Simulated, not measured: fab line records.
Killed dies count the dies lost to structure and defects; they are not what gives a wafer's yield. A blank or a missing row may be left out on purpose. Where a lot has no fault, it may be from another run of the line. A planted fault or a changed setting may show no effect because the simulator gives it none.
fab line records	flow n5_finfet
[record] lots = 7	wafers = 21	last_day = 19
route steps=1938 shown BEOL_M4@1082 PASSIVATION@1936
lots with no fault: from the same line, run without faults
start_h: hours from the record's first day to the start of the lot's first wafer shown	wait_h: hours since the lot's step before	" the same as in the row above	L1.1+2: a single row standing in for several wafers	- no value, or no start was given	* or withheld: withheld	< > ~ a bound
route shown NAME@n: NAME is a module with steps in the file, n the number in the route of the first one	usual: mean/standard deviation of fault-free wafers	same: alike in all rows	chamber/n: place in a boat	sites: readings site by site	_std_site: standard deviation of those values	_edge_site: mean of outer sites minus mean of inner sites	radius_mm: how far each site lies from the wafer's centre	mask NAME#n: copy n	behind: the last tool/chamber to shape the wafer	hold: the reason the lot was held/the length of the hold in hours/how it ended	device: the transistor (n, p or np) that didn't switch	end of line: the tests these same wafers got at the end of their route	step lacking rows: just its recipe	killed: dies lost to structure and defects at the first sort, not the wafer's yield	map: per-die view of a wafer (x killed, . not killed, _ where there is no die)
set.NAME: the setting the step ran with; set.NAME@STEP: the setting that earlier step ran with	model.NAME: the simulator's own value behind a step, which no gauge read
a table for each step, a row for each wafer; lots at some steps of the route
services: when a tool's chamber went out of use (start_h, in hours from the record's first day, below 0 if earlier), for how many hours, and the reason
[[steps]]
[step N5_BEOL_M4_SURFACE_TREAT_85]
[recipe] gas = Ar	time_s = *	ion_energy_ev = *	ion_current_ma_cm2 = 0.5	pressure_mtorr = *	ar_flow_sccm = 30
[step N5_BEOL_M4_CVD_47]
[recipe] material = Co	target_thk_a = 30	temp_c = withheld	precursor = CCTBA/H2	pressure_torr = 30	time_s = 223.8
[step N5_BEOL_M4_SPUTTER_48]
[recipe] material = Cu	target_thk_a = 45	temp_c = -20	chamber_pressure_pa = 0.07	power_w = withheld	time_s = 8.29
[usual] chamber_pressure_pa = 0.06998/0.00015	chuck_gas_flow_sccm = 1.27/0.049	throttle_valve_pct = 30.2/1
lot.wafer	tool	chamber	start_h	wait_h	chamber_pressure_pa	chuck_gas_flow_sccm	throttle_valve_pct
L178.1	pvd_sputter-02	-	210.20	0.2	0.06999	1.24	29.9
L178.4	"	-	"	"	0.06973	1.32	29.4
L178.5	"	-	"	"	0.06989	1.25	29.4
L184.1	pvd_sputter-01	-	246.27	1.6	0.06989	1.29	28.2
L184.5	"	-	"	"	0.07011	1.25	29.9
L184.6	"	-	"	"	0.07016	1.27	30.7
L186.1	pvd_sputter-01	-	251.61	0.1	0.06985	1.32	29.9
L186.2	"	-	"	"	0.07003	1.27	28.5
L186.3	"	-	"	"	0.07026	1.31	29.9
L185.2	pvd_sputter-03	-	254.36	0.1	0.06965	1.32	29.9
L185.3	"	-	"	"	0.07026	1.26	31.2
L185.6	"	-	"	"	0.07	1.28	31.6
L187.1	pvd_sputter-02	-	254.63	0.2	0.07011	1.20	29.4
L187.3	"	-	"	"	0.06991	1.36	29.7
L187.4	"	-	"	"	0.06994	1.31	31.7
L195.3	pvd_sputter-01	-	314.00	0.1	0.07015	1.26	30.2
L195.4	"	-	"	"	0.07003	1.27	30.1
L195.6	"	-	"	"	0.07	1.21	30.1
L197.1	pvd_sputter-01	-	315.84	0.5	0.06969	1.16	28.4
L197.4	"	-	"	"	0.07001	1.26	30.7
L197.5	"	-	"	"	0.07004	1.24	27.7
[step N5_BEOL_M4_ANNEAL_49]
[recipe] temp_c = 400	time_s = 240	ambient = vacuum
[step N5_BEOL_M4_SPUTTER_79]
[recipe] material = Cu	target_thk_a = 45	temp_c = -20	chamber_pressure_pa = 0.07	power_w = withheld	time_s = 8.29
[usual] chamber_pressure_pa = 0.07001/0.00013	chuck_gas_flow_sccm = 1.26/0.051	throttle_valve_pct = 30.2/1
lot.wafer	tool	chamber	start_h	wait_h	chamber_pressure_pa	chuck_gas_flow_sccm	throttle_valve_pct
L178.1	pvd_sputter-02	-	210.42	0.1	0.07013	1.33	29.8
L178.4	"	-	"	"	0.07007	1.23	29.8
L178.5	"	-	"	"	0.06999	1.26	30.0
L184.1	pvd_sputter-01	-	246.49	0.1	0.07016	1.23	28.3
L184.5	"	-	"	"	0.07016	1.29	30.2
L184.6	"	-	"	"	0.06978	1.24	30.5
L186.1	pvd_sputter-01	-	251.83	0.1	0.06994	1.22	30.0
L186.2	"	-	"	"	0.06995	1.22	28.2
L186.3	"	-	"	"	0.0702	1.17	30.3
L185.2	pvd_sputter-03	-	254.58	0.1	0.07003	1.39	29.8
L185.3	"	-	"	"	0.06997	1.25	31.2
L185.6	"	-	"	"	0.07	1.22	31.9
L187.1	pvd_sputter-02	-	254.85	0.1	0.06978	1.22	29.5
L187.3	"	-	"	"	0.07016	1.25	29.7
L187.4	"	-	"	"	0.06986	1.24	32.0
L195.3	pvd_sputter-01	-	314.22	0.1	0.06968	1.23	30.1
L195.4	"	-	"	"	0.06977	1.28	30.2
L195.6	"	-	"	"	0.06973	1.17	30.2
L197.1	pvd_sputter-01	-	316.06	0.1	0.07006	1.18	27.9
L197.4	"	-	"	"	0.07	1.30	30.7
L197.5	"	-	"	"	0.07019	1.29	28.4
[step N5_BEOL_M4_ANNEAL_80]
[recipe] temp_c = 400	time_s = 240	ambient = vacuum
[step N5_BEOL_M4_SPUTTER_81]
[recipe] material = Cu	target_thk_a = 45	temp_c = -20	chamber_pressure_pa = 0.07	power_w = withheld	time_s = 8.29
[step N5_BEOL_M4_ANNEAL_82]
[recipe] temp_c = 400	time_s = 240	ambient = vacuum
[usual] heater_power_w = 842/84
lot.wafer	tool	chamber	start_h	wait_h	heater_power_w
L178.1	pvd_sputter-02	-	210.72	0.0	864
L178.4	"	-	"	"	784
L178.5	"	-	"	"	768
L184.1	pvd_sputter-01	-	246.79	0.0	851
L184.5	"	-	"	"	819
L184.6	"	-	"	"	879
L186.1	pvd_sputter-01	-	252.13	0.0	816
L186.2	"	-	"	"	852
L186.3	"	-	"	"	718
L185.2	pvd_sputter-03	-	254.88	0.0	943
L185.3	"	-	"	"	721
L185.6	"	-	"	"	776
L187.1	pvd_sputter-02	-	255.15	0.0	761
L187.3	"	-	"	"	854
L187.4	"	-	"	"	899
L195.3	pvd_sputter-01	-	314.52	0.0	818
L195.4	"	-	"	"	719
L195.6	"	-	"	"	715
L197.1	pvd_sputter-01	-	316.36	0.0	858
L197.4	"	-	"	"	870
L197.5	"	-	"	"	848
[step N5_BEOL_M4_SPUTTER_86]
[recipe] material = Cu	target_thk_a = 45	temp_c = -20	chamber_pressure_pa = 0.07	power_w = withheld	time_s = 8.29
[step N5_BEOL_M4_ANNEAL_87]
[recipe] temp_c = 400	time_s = 240	ambient = vacuum
[step N5_BEOL_M4_SPUTTER_88]
[recipe] material = Cu	target_thk_a = 45	temp_c = -20	chamber_pressure_pa = 0.07	power_w = withheld	time_s = 8.29
[usual] chamber_pressure_pa = 0.06999/0.00014	chuck_gas_flow_sccm = 1.26/0.052	throttle_valve_pct = 30.2/1
lot.wafer	tool	chamber	start_h	wait_h	chamber_pressure_pa	chuck_gas_flow_sccm	throttle_valve_pct
L178.1	pvd_sputter-02	-	211.08	0.1	0.07006	1.22	29.9
L178.4	"	-	"	"	0.06987	1.34	29.3
L178.5	"	-	"	"	0.07008	1.30	29.5
L184.1	pvd_sputter-01	-	247.15	0.1	0.06991	1.26	28.1
L184.5	"	-	"	"	0.07022	1.26	30.0
L184.6	"	-	"	"	0.06996	1.30	30.5
L186.1	pvd_sputter-01	-	252.49	0.1	0.06993	1.21	30.3
L186.2	"	-	"	"	0.06989	1.23	28.0
L186.3	"	-	"	"	0.07009	1.23	30.2
L185.2	pvd_sputter-03	-	255.24	0.1	0.07008	1.18	29.8
L185.3	"	-	"	"	0.06997	1.33	31.3
L185.6	"	-	"	"	0.06996	1.24	31.5
L187.1	pvd_sputter-02	-	255.51	0.1	0.07004	1.21	29.7
L187.3	"	-	"	"	0.07004	1.25	29.9
L187.4	"	-	"	"	0.07001	1.24	31.9
L195.3	pvd_sputter-01	-	314.88	0.1	0.07009	1.23	30.2
L195.4	"	-	"	"	0.06969	1.20	30.1
L195.6	"	-	"	"	0.06966	1.15	30.0
L197.1	pvd_sputter-01	-	316.72	0.1	0.06997	1.19	28.2
L197.4	"	-	"	"	0.06988	1.22	30.7
L197.5	"	-	"	"	0.06995	1.26	27.9
[step N5_BEOL_M4_ANNEAL_89]
[recipe] temp_c = 400	time_s = 240	ambient = vacuum
[step N5_BEOL_M4_SPUTTER_90]
[recipe] material = Cu	target_thk_a = 45	temp_c = -20	chamber_pressure_pa = 0.07	power_w = withheld	time_s = 8.29
[usual] chamber_pressure_pa = 0.07001/0.00015	chuck_gas_flow_sccm = 1.26/0.057	throttle_valve_pct = 30.2/1
lot.wafer	tool	chamber	start_h	wait_h	chamber_pressure_pa	chuck_gas_flow_sccm	throttle_valve_pct
L178.1	pvd_sputter-02	-	211.30	0.1	0.06991	1.23	29.9
L178.4	"	-	"	"	0.06979	1.41	29.7
L178.5	"	-	"	"	0.06984	1.28	29.6
L184.1	pvd_sputter-01	-	247.37	0.1	0.07019	1.30	28.1
L184.5	"	-	"	"	0.06971	1.29	29.9
L184.6	"	-	"	"	0.06987	1.31	30.8
L186.1	pvd_sputter-01	-	252.71	0.1	-	-	-
L186.2	"	-	"	"	-	-	-
L186.3	"	-	"	"	-	-	-
L185.2	pvd_sputter-03	-	255.46	0.1	-	-	-
L185.3	"	-	"	"	-	-	-
L185.6	"	-	"	"	-	-	-
L187.1	pvd_sputter-02	-	255.73	0.1	-	-	-
L187.3	"	-	"	"	-	-	-
L187.4	"	-	"	"	-	-	-
L195.3	pvd_sputter-01	-	315.10	0.1	0.07008	1.22	30.0
L195.4	"	-	"	"	0.07016	1.18	30.0
L195.6	"	-	"	"	0.07003	1.27	30.1
L197.1	pvd_sputter-01	-	316.94	0.1	0.07005	1.26	28.1
L197.4	"	-	"	"	0.06983	1.24	30.7
L197.5	"	-	"	"	0.06971	1.20	28.2
[step N5_BEOL_M4_ANNEAL_91]
[recipe] temp_c = 400	time_s = 240	ambient = vacuum
[usual] heater_power_w = 840/85
lot.wafer	tool	chamber	start_h	wait_h	heater_power_w
L178.1	pvd_sputter-02	-	211.38	0.0	863
L178.4	"	-	"	"	772
L178.5	"	-	"	"	762
L184.1	pvd_sputter-01	-	247.45	0.0	834
L184.5	"	-	"	"	823
L184.6	"	-	"	"	852
L186.1	pvd_sputter-01	-	252.79	0.0	781
L186.2	"	-	"	"	862
L186.3	"	-	"	"	715
L185.2	pvd_sputter-03	-	255.54	0.0	934
L185.3	"	-	"	"	732
L185.6	"	-	"	"	785
L187.1	pvd_sputter-02	-	255.81	0.0	761
L187.3	"	-	"	"	887
L187.4	"	-	"	"	910
L195.3	pvd_sputter-01	-	315.18	0.0	810
L195.4	"	-	"	"	706
L195.6	"	-	"	"	726
L197.1	pvd_sputter-01	-	317.02	0.0	871
L197.4	"	-	"	"	870
L197.5	"	-	"	"	855
[step N5_BEOL_M4_RC_MEAS_101]
[usual] DIBL_N = 36.6/1.9	DIBL_P = 36.7/2.2	IOFF_N = 0.16/0.035	IOFF_P = 0.22/0.038	ION_N = 672/14	ION_P = 462/8.3	SS_N = 71.6/0.65	SS_P = 73.5/0.72	VT_N = 250/3.5	VT_P = -250/3.1
lot.wafer	tool	chamber	start_h	wait_h	DIBL_N[mV/V]	DIBL_P[mV/V]	IOFF_N[nA/um]	IOFF_P[nA/um]	ION_N[uA/um]	ION_P[uA/um]	SS_N[mV/dec]	SS_P[mV/dec]	VT_N[mV]	VT_P[mV]
L178.1	prober-02	0	213.09	0.0	37.2	37.7	0.17	0.23	687	473	71.9	73.8	248	-251
L178.4	"	0	"	"	37.3	38.8	0.18	0.25	663	464	72.0	73.3	249	-246
L178.5	"	0	"	"	34.1	34.8	0.12	0.18	682	464	71.7	73.3	255	-252
L184.1	prober-02	0	249.12	0.0	35.6	36.2	0.14	0.20	654	455	71.2	72.7	252	-253
L184.5	"	0	"	"	36.5	36.0	0.14	0.19	669	463	71.6	72.9	252	-251
L184.6	"	0	"	"	35.6	35.9	0.13	0.19	660	450	71.8	73.9	254	-251
L186.1	prober-01	0	254.48	0.0	36.8	38.6	0.19	0.23	663	457	72.4	73.6	249	-250
L186.2	"	0	"	"	35.0	37.0	0.15	0.21	673	464	71.7	73.5	252	-251
L186.3	"	0	"	"	35.1	37.3	0.15	0.22	659	455	71.3	73.4	253	-251
L185.2	prober-02	0	257.43	0.2	35.7	35.1	0.15	0.19	672	456	71.8	73.1	254	-252
L185.3	"	0	"	"	38.4	37.6	0.20	0.24	660	452	72.4	74.7	250	-252
L185.6	"	0	"	"	35.8	34.9	0.16	0.19	674	458	72.3	73.1	254	-254
L187.1	prober-01	0	257.52	0.0	36.8	34.5	0.15	0.22	672	464	71.9	73.1	252	-247
L187.3	"	0	"	"	35.7	33.8	0.13	0.21	663	464	71.1	72.9	253	-248
L187.4	"	0	"	"	37.9	35.3	0.16	0.23	656	454	71.9	73.7	251	-247
L195.3	prober-01	0	319.41	0.3	37.1	38.1	0.17	0.23	690	473	71.7	74.3	249	-248
L195.4	"	0	"	"	38.6	38.7	0.18	0.24	666	459	72.2	74.4	252	-248
L195.6	"	0	"	"	37.3	36.9	0.15	0.21	660	452	71.0	74.1	254	-250
L197.1	prober-02	0	319.66	0.0	36.6	36.0	0.16	0.23	682	472	71.7	72.4	248	-246
L197.4	"	0	"	"	36.7	35.6	0.17	0.23	688	464	71.3	73.1	247	-248
L197.5	"	0	"	"	37.7	38.1	0.19	0.28	692	478	71.9	73.1	246	-244
[step N5_PASSIVATION_PROBE_49]
[usual] defect_limited_yield = 91.6/1.4	killed_at_M0_to_M3 = 35/10	killed_at_M4_up = 13/4.8	killed_at_contacts = 12/7.2	killed_at_front_end = 36/12	killed_at_other = 4/3.1	killed_dies = 100/17	killed_open = 66/13	killed_short = 32/7.3	sort_bin_5_function = 5.0/0.94	sort_bin_6_memory = 3.1/0.67	sort_n_pass = 1080/17	sort_yield_pct = 91.6/1.4
[same] gross_dies = 1180	killed_at_back_side = 0	sort_bin_4_leakage[%] = 0	sort_bin_8_speed[%] = 0
lot.wafer	tool	chamber	start_h	wait_h	defect_limited_yield[%]	killed_at_M0_to_M3	killed_at_M4_up	killed_at_contacts	killed_at_front_end	killed_at_other	killed_dies	killed_open	killed_short	sort_bin_5_function[%]	sort_bin_6_memory[%]	sort_n_pass	sort_yield_pct[%]
L178.1	prober-02	-	323.37	0.0	90.6	47	18	6	39	1	111	69	36	5.3	3.1	1069	90.6
L178.4	prober-02	-	323.52	0.2	91.9	34	13	13	30	5	95	70	25	5.2	2.9	1085	91.9
L178.5	prober-02	-	323.57	0.2	90.7	38	9	16	44	3	110	77	32	4.9	4.2	1070	90.7
L184.1	prober-02	-	375.70	0.0	93.6	26	16	8	23	2	75	46	27	3.6	2.3	1105	93.6
L184.5	prober-02	-	375.90	0.2	94.3	28	11	8	20	0	67	43	24	3.4	1.9	1113	94.3
L184.6	prober-02	-	375.95	0.3	93.2	35	6	4	34	1	80	53	21	4.1	1.6	1100	93.2
L186.1	prober-02	-	376.75	0.0	91.4	40	15	12	29	5	101	62	33	5.2	3.3	1079	91.4
L186.2	prober-02	-	376.80	0.1	90.6	29	11	15	43	13	111	79	30	5.3	3.9	1069	90.6
L186.3	prober-02	-	376.85	0.1	91.2	25	20	5	44	10	104	53	47	5.1	3.1	1076	91.2
L187.1	prober-02	-	377.05	0.3	91.4	40	9	14	35	4	102	59	39	5.3	3.1	1078	91.4
L187.3	prober-02	-	377.15	0.4	90.8	35	21	5	38	9	108	65	39	4.9	3.9	1072	90.8
L187.4	prober-02	-	377.20	0.5	88.4	54	14	8	55	6	137	92	41	7.0	4.4	1043	88.4
L185.2	prober-01	-	389.65	0.1	89.9	26	25	9	55	4	119	56	51	5.8	3.6	1061	89.9
L185.3	prober-01	-	389.70	0.1	90.9	43	15	10	36	3	107	71	32	5.8	3.0	1073	90.9
L185.6	prober-01	-	389.85	0.3	92.5	23	20	14	31	0	88	53	30	4.0	3.3	1092	92.5
L197.1	prober-01	-	446.15	0.0	88.9	76	16	9	25	5	131	100	31	6.9	4.1	1049	88.9
L197.4	prober-01	-	446.30	0.2	92.1	31	14	2	41	5	93	60	32	4.9	2.7	1087	92.1
L197.5	prober-01	-	446.35	0.2	89.6	34	21	10	53	5	123	83	39	6.3	4.0	1057	89.6
// killed by level:class
L178.1 BEOL_M2:geometric_particle:open=12 FIN_SAQP:geometric_particle:open=8 BEOL_M1:geometric_particle:open=8 BEOL_M0_SAQP:geometric_particle:short=7 BEOL_M3:geometric_particle:open=7 BEOL_M4:geometric_particle:short=7 BEOL_M0_SAQP:geometric_particle:open=5 FIN_SAQP:geometric_particle:short=4
L178.4 MOL_CONTACT_COAG:geometric_particle:open=10 BEOL_M2:geometric_particle:open=10 BEOL_M4:geometric_particle:open=8 GATE_CUT:geometric_particle:open=6 BEOL_M0_SAQP:geometric_particle:open=6 BEOL_M1:geometric_particle:open=6 GATE_CUT:geometric_particle:short=5 BEOL_M0_SAQP:geometric_particle:short=5
L178.5 FIN_SAQP:geometric_particle:open=13 MOL_CONTACT_COAG:geometric_particle:open=13 BEOL_M1:geometric_particle:open=11 BEOL_M0_SAQP:geometric_particle:open=9 GATE_CUT:geometric_particle:open=5 SPACER0:geometric_particle:short=4 BEOL_M0_SAQP:geometric_particle:short=4 BEOL_M3:geometric_particle:open=4
L184.1 BEOL_M2:geometric_particle:open=12 BEOL_M4:geometric_particle:open=6 MOL_CONTACT_COAG:geometric_particle:open=6 BEOL_M4:geometric_particle:short=5 BEOL_M3:geometric_particle:open=4 STARTING-WAFER:geometric_particle:short=4 FIN_SAQP:geometric_particle:short=3 GATE_CUT:geometric_particle:short=3
L184.5 BEOL_M0_SAQP:geometric_particle:open=7 MOL_CONTACT_COAG:geometric_particle:open=6 BEOL_M1:geometric_particle:open=6 BEOL_M0_SAQP:geometric_particle:short=5 BEOL_M4:geometric_particle:open=4 STARTING-WAFER:geometric_particle:short=4 FIN_SAQP:geometric_particle:open=3 DUMMY_GATE:geometric_particle:open=3
L184.6 BEOL_M2:geometric_particle:open=11 STI_FIN_REVEAL:geometric_particle:open=10 BEOL_M3:geometric_particle:open=9 BEOL_M0_SAQP:geometric_particle:short=6 HKMG_FIN:area_etch=6 STARTING-WAFER:geometric_particle:open=4 FIN_SAQP:geometric_particle:open=3 STI_FIN_REVEAL:geometric_particle:short=3
L186.1 MOL_CONTACT_COAG:geometric_particle:open=9 BEOL_M0_SAQP:geometric_particle:open=8 BEOL_M3:geometric_particle:open=8 BEOL_M0_SAQP:geometric_particle:short=8 BEOL_M0:geometric_particle:open=7 BEOL_M4:interface_void_opened=6 FIN_SAQP:geometric_particle:open=5 STARTING-WAFER:geometric_particle:short=5
L186.2 FIN_SAQP:geometric_particle:open=18 MOL_CONTACT_COAG:geometric_particle:open=14 STI_FIN_REVEAL:geometric_particle:open=6 BEOL_M0_SAQP:geometric_particle:open=6 MIM_TOP_ETCH:geometric_particle:open=6 BEOL_M1:geometric_particle:open=5 MIM_TOP_ETCH:geometric_particle:short=5 FIN_SAQP:geometric_particle:short=4
L186.3 BEOL_M0_SAQP:geometric_particle:short=13 STI_FIN_REVEAL:geometric_particle:open=10 BEOL_M4:geometric_particle:open=6 GATE_CUT:geometric_particle:short=5 BEOL_M0_SAQP:geometric_particle:open=5 ILD0:geometric_particle:short=4 BEOL_M4:geometric_particle:short=4 FIN_SAQP:geometric_particle:short=3
L187.1 MOL_CONTACT_COAG:geometric_particle:open=12 FIN_SAQP:geometric_particle:short=11 BEOL_M3:geometric_particle:open=9 BEOL_M0_SAQP:geometric_particle:open=8 BEOL_M0_SAQP:geometric_particle:short=7 FIN_SAQP:geometric_particle:open=6 BEOL_M3:geometric_particle:short=5 BEOL_M4:interface_void_opened=4
L187.3 FIN_SAQP:geometric_particle:open=13 BEOL_M4:geometric_particle:open=13 FIN_SAQP:geometric_particle:short=8 BEOL_M2:geometric_particle:open=7 BEOL_M0_SAQP:geometric_particle:short=7 BEOL_M1:geometric_particle:short=6 BEOL_M1:geometric_particle:open=6 MOL_CONTACT_COAG:geometric_particle:open=5
L187.4 BEOL_M0_SAQP:geometric_particle:open=19 FIN_SAQP:geometric_particle:open=16 STI_FIN_REVEAL:geometric_particle:open=15 BEOL_M0_SAQP:geometric_particle:short=11 BEOL_M3:geometric_particle:open=9 FIN_SAQP:geometric_particle:short=7 MOL_CONTACT_COAG:geometric_particle:open=6 BEOL_M2:geometric_particle:open=6
L185.2 FIN_SAQP:geometric_particle:short=28 FIN_SAQP:geometric_particle:open=11 BEOL_M0_SAQP:geometric_particle:short=9 BEOL_M4:interface_void_opened=9 MOL_CONTACT_COAG:geometric_particle:open=8 BEOL_M4:geometric_particle:open=7 STI_FIN_REVEAL:geometric_particle:open=6 BEOL_M1:geometric_particle:open=6
L185.3 MOL_CONTACT_COAG:geometric_particle:open=10 BEOL_M0_SAQP:geometric_particle:short=10 BEOL_M0_SAQP:geometric_particle:open=7 BEOL_M2:geometric_particle:open=7 DUMMY_GATE:geometric_particle:open=6 BEOL_M5:geometric_particle:open=6 STARTING-WAFER:geometric_particle:open=6 DUMMY_GATE:geometric_particle:short=5
L185.6 MOL_CONTACT_COAG:geometric_particle:open=9 BEOL_M4:geometric_particle:open=7 BEOL_M0_SAQP:geometric_particle:open=6 BEOL_M0_SAQP:geometric_particle:short=6 STARTING-WAFER:geometric_particle:open=6 FIN_SAQP:geometric_particle:short=5 STI_FIN_REVEAL:geometric_particle:open=5 MOL_CONTACT_COAG:geometric_particle:short=5
L197.1 BEOL_M1:geometric_particle:open=33 BEOL_M0_SAQP:geometric_particle:short=10 BEOL_M3:geometric_particle:open=10 BEOL_M0_SAQP:geometric_particle:open=9 MOL_CONTACT_COAG:geometric_particle:open=7 BEOL_M4:geometric_particle:open=7 FIN_SAQP:geometric_particle:open=6 FIN_SAQP:geometric_particle:short=5
L197.4 FIN_SAQP:geometric_particle:short=9 BEOL_M1:geometric_particle:open=9 STI_FIN_REVEAL:geometric_particle:open=8 BEOL_M0_SAQP:geometric_particle:short=5 BEOL_M2:geometric_particle:open=5 BEOL_M4:geometric_particle:open=5 DUMMY_GATE:geometric_particle:open=4 GATE_CUT:geometric_particle:open=4
L197.5 BEOL_M4:geometric_particle:open=14 BEOL_M1:geometric_particle:open=11 FIN_SAQP:geometric_particle:short=10 STI_FIN_REVEAL:geometric_particle:open=10 MOL_CONTACT_COAG:geometric_particle:open=8 FIN_SAQP:geometric_particle:open=7 BEOL_M2:geometric_particle:open=6 STI_FIN_REVEAL:geometric_particle:short=5
[[services]]
tool	chamber	start_h	hours	kind
pvd_sputter-01	-	272.01	0.5	repair
[[key]]
[first_sign] step = N5_BEOL_M4_SPUTTER_90	reading = tool_record	direction = missing
effect none on later readings
met_at N5_BEOL_M4_SPUTTER_90
struck_wafers L185.2,L185.3,L185.6,L186.1,L186.2,L186.3,L187.1,L187.3,L187.4
onset_between 247.37 252.71
[fault] kind = skipped_step_whole	tool = pvd_sputter-01,pvd_sputter-02,pvd_sputter-03	chamber = -	onset_h = 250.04	steps = N5_BEOL_M4_SPUTTER_90	scope = struck_lots_only
